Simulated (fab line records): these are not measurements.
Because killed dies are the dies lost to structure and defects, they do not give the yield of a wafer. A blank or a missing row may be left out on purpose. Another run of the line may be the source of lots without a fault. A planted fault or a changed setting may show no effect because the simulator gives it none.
Chamber matching -- flow nand harc -- NHARC_A_STAIRCASE_DEP_301 on pecvd-02: 3 sister chambers
The step deposits SiON, target thk 30 nm. 6 wafers are shown with their chamber, then 10 later ones without.

## WAFERS WITH THEIR CHAMBER
wafer,chamber,susceptor temp C (C),heater power w (W)
L085.5,0,399.74,661
L087.2,2,399.63,857
L087.3,1,399.94,749
L087.5,0,399.95,732
L090.1,2,399.73,700
L090.3,1,399.93,822

## WAFERS MISSING THEIR CHAMBER
wafer,susceptor temp C (C),heater power w (W)
L090.5,399.74,701
L091.1,399.72,735
L091.5,400.21,741
L091.6,399.97,750
L094.1,399.77,785
L094.3,400.20,682
L094.5,400.56,834
L097.2,400.05,792
L097.3,400.04,794
L097.5,399.79,801

## CHAMBER TAKEN BY EACH
wafer,from the rows above,in truth
L090.5,can't be placed: 0 or 2 or 1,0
L091.1,can't be placed: 2 or 0 or 1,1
L091.5,can't be placed: 1 or 0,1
L091.6,can't be placed: 1 or 0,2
L094.1,can't be placed: 2 or 0 or 1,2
L094.3,can't be placed: 1 or 0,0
L094.5,can't be placed: 1 or 0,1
L097.2,can't be placed: 1 or 0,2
L097.3,can't be placed: 1 or 0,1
L097.5,can't be placed: 2 or 0 or 1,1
Placed correctly: 0 of 10. These rows do not allow placing 10 (true chamber among the candidates in 8). 0 placed wrongly.
How it was worked out, from the rows above alone: a wafer's distance from a chamber is the root of the sum, over the readings, of the square of ((its reading less the chamber's mean) divided by the reading's scatter). The wafer belongs to the nearest chamber; if the next one is less than 2 further off, it can't be placed. Each chamber's mean is taken over the wafers shown for it. The scatter is the square root of a quotient: the sum, over the shown wafers, of each reading's squared deviation from its chamber's mean, divided by wafers minus chambers.
